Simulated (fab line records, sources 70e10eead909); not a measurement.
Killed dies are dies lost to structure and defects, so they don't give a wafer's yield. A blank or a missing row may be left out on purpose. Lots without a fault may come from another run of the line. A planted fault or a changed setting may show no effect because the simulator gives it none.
Chamber matching | flow nand_harc | NHARC_A_CHANNEL_FILL_D2_ALD_14 on ald_hk-04: 4 sister chambers
The step deposits SiO2, target thk 2.5 nm, pulse time 10 s, ald cycles 25. 4 wafers are shown with their chamber, then 12 later ones without.

WAFERS WITH THEIR CHAMBER
wafer  | chamber | heater_power_w (W)
L088.6 | 0       | 373
L091.2 | 1       | 440
L091.3 | 2       | 458
L091.5 | 3       | 435

WAFERS WITHOUT THEIR CHAMBER
wafer  | heater_power_w (W)
L092.3 | 431
L092.5 | 446
L092.6 | 456
L094.2 | 460
L094.4 | 435
L094.6 | 435
L095.3 | 444
L095.5 | 459
L095.6 | 444
L097.2 | 458
L097.3 | 436
L097.5 | 454

WHICH CHAMBER EACH WENT THROUGH
wafer  | from the rows above          | in truth
L092.3 | can't be placed: 3 or 1      | 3
L092.5 | can't be placed: 1 or 3 or 2 | 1
L092.6 | 2                            | 2
L094.2 | 2                            | 2
L094.4 | can't be placed: 3 or 1      | 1
L094.6 | can't be placed: 3 or 1      | 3
L095.3 | can't be placed: 1 or 3      | 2
L095.5 | 2                            | 2
L095.6 | can't be placed: 1 or 3      | 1
L097.2 | 2                            | 2
L097.3 | can't be placed: 3 or 1      | 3
L097.5 | 2                            | 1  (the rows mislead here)
Placed correctly: 4 of 12. Can't be placed from these rows: 7 (the true chamber is among the candidates in 6). Placed wrongly: 1.
How it was worked out, from the rows above alone: a wafer's distance from a chamber is the root of the sum, over the readings, of the square of ((its reading less the chamber's mean) divided by the reading's scatter). The wafer belongs to the nearest chamber; if the next one is less than 2 further off, it can't be placed. A chamber's mean is the mean of its shown wafers. The scatter: with one shown wafer a chamber, the root of the mean of the squares of how far each hidden wafer lies from its nearest shown one.
